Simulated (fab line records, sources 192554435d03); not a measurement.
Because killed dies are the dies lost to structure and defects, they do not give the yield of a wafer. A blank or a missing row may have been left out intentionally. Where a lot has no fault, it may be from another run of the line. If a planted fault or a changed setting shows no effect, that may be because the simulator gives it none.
Split-lot trial + flow n5 finfet + 7 lots, 21 wafers read, on a route of 1938 steps

ON THE SPLIT
At N5_BEOL_M5_COAT_71 (time 60 s, resist thk 5 nm), the setting spin rpm was moved away from the recipe's 1500 rpm on 6 of the 21 wafers read, by +5.1% to +9.4%. For the rest of the wafers, this setting stayed at what the recipe calls for.

FROM THE SPLIT TO THE READING: what the file shows between them, 3 steps
- N5_BEOL_M5_COAT_05: resist thk 30 nm
- N5_BEOL_M5_EBR_07
- N5_BEOL_M5_DESCUM_16: chemistry O2, time 7 s

THE READING
etch.depth nm (the simulator's own value, which no gauge read), in nm, at N5_BEOL_M5_ETCH_72 (etches underlayer in N2/H2, target depth 6.5 nm, time 5.2 s). No usual value for it is given in the file. Across the 15 wafers here that went through the recipe, the average is 4.998 nm and the standard deviation 0.014 nm.

| wafer  | tool, chamber at the split | spin rpm as run, rpm | against the recipe | etch.depth nm, nm | against lot-mates on the recipe |
|--------|----------------------------|----------------------|--------------------|-------------------|---------------------------------|
| L074.4 | litho track-01, 0          | 1500                 | recipe             | 5.005             | -                               |
| L074.5 | litho track-01, 0          | 1500                 | recipe             | 4.998             | -                               |
| L074.6 | litho track-01, 0          | 1500                 | recipe             | 4.978             | -                               |
| L077.4 | litho track-03, 0          | 1500                 | recipe             | 4.988             | -                               |
| L077.5 | litho track-03, 0          | 1500                 | recipe             | 4.973             | -                               |
| L077.6 | litho track-03, 0          | 1500                 | recipe             | 4.985             | -                               |
| L083.2 | litho track-03, 0          | 1578                 | +5.2%              | 4.862             | -0.136                          |
| L083.3 | litho track-03, 0          | 1500                 | recipe             | 5.002             | -                               |
| L083.6 | litho track-03, 0          | 1500                 | recipe             | 4.995             | -                               |
| L087.2 | litho track-03, 0          | 1585                 | +5.7%              | 4.897             | -0.131                          |
| L087.3 | litho track-03, 0          | 1585                 | +5.7%              | 4.891             | -0.137                          |
| L087.4 | litho track-03, 0          | 1500                 | recipe             | 5.028             | -                               |
| L095.1 | litho track-01, 0          | 1500                 | recipe             | 4.992             | -                               |
| L095.3 | litho track-01, 0          | 1500                 | recipe             | 5                 | -                               |
| L095.5 | litho track-01, 0          | 1500                 | recipe             | 5.002             | -                               |
| L096.3 | litho track-01, 0          | 1576                 | +5.1%              | 4.896             | -0.101                          |
| L096.4 | litho track-01, 0          | 1500                 | recipe             | 4.997             | -                               |
| L096.5 | litho track-01, 0          | 1576                 | +5.1%              | 4.866             | -0.131                          |
| L097.2 | litho track-01, 0          | 1500                 | recipe             | 5.009             | -                               |
| L097.3 | litho track-01, 0          | 1641                 | +9.4%              | 4.788             | -0.224                          |
| L097.6 | litho track-01, 0          | 1500                 | recipe             | 5.015             | -                               |

THE FIT
A straight line over all 21 wafers: etch.depth nm changes by -0.0218 nm for each +1% of spin rpm; r = -0.97; the points scatter about the line by 0.016 nm.
The same after taking each lot's own level away (the mean of its wafers on the recipe; 21 wafers): -0.0239 nm for each +1%; r = -0.99; scatter 0.0082 nm.
That fit puts the effect of the largest move of spin rpm on the reading at 0.22 nm.
Across the lots, their own levels run from 4.9820 to 5.0280 nm, a range of 3.4 times the standard deviation given above.
Consequently the slope shifts little with the lot-to-lot level, the two slopes agreeing.
Check: -0.224 nm against its lot-mates is what the line predicts for one of the wafers moved furthest among these (+9.4%) when that wafer is left out of the fit. Against them it came out at -0.224 nm.

THE OTHER SPLITS THESE WAFERS WENT THROUGH
Other splits were also applied to these wafers ahead of the reading. Each is held against what the fit with the lots' levels taken away leaves over:
| other split on the same wafers     | wafers away from the commonest value | r with etch.depth nm (lot level and that fit taken away) |
|------------------------------------|--------------------------------------|----------------------------------------------------------|
| N5_BEOL_M1_ILD_DEP_00 time s       | 6                                    | +0.20                                                    |
| N5_BEOL_M1_COAT_05 spin rpm        | 6                                    | +0.15                                                    |
| N5_BEOL_M2_TRENCH_ETCH_37 source w | 9                                    | +0.18                                                    |
| N5_BEOL_M3_COAT_68 spin rpm        | 4                                    | +0.09                                                    |
| N5_BEOL_M3_COAT_76 spin rpm        | 5                                    | -0.35                                                    |
| N5_BEOL_M4_TRENCH_ETCH_37 bias w   | 6                                    | +0.23                                                    |

THE FILE'S OWN FIT
etch.depth nm changes by -0.024 nm for each +1% of spin rpm, r = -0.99.
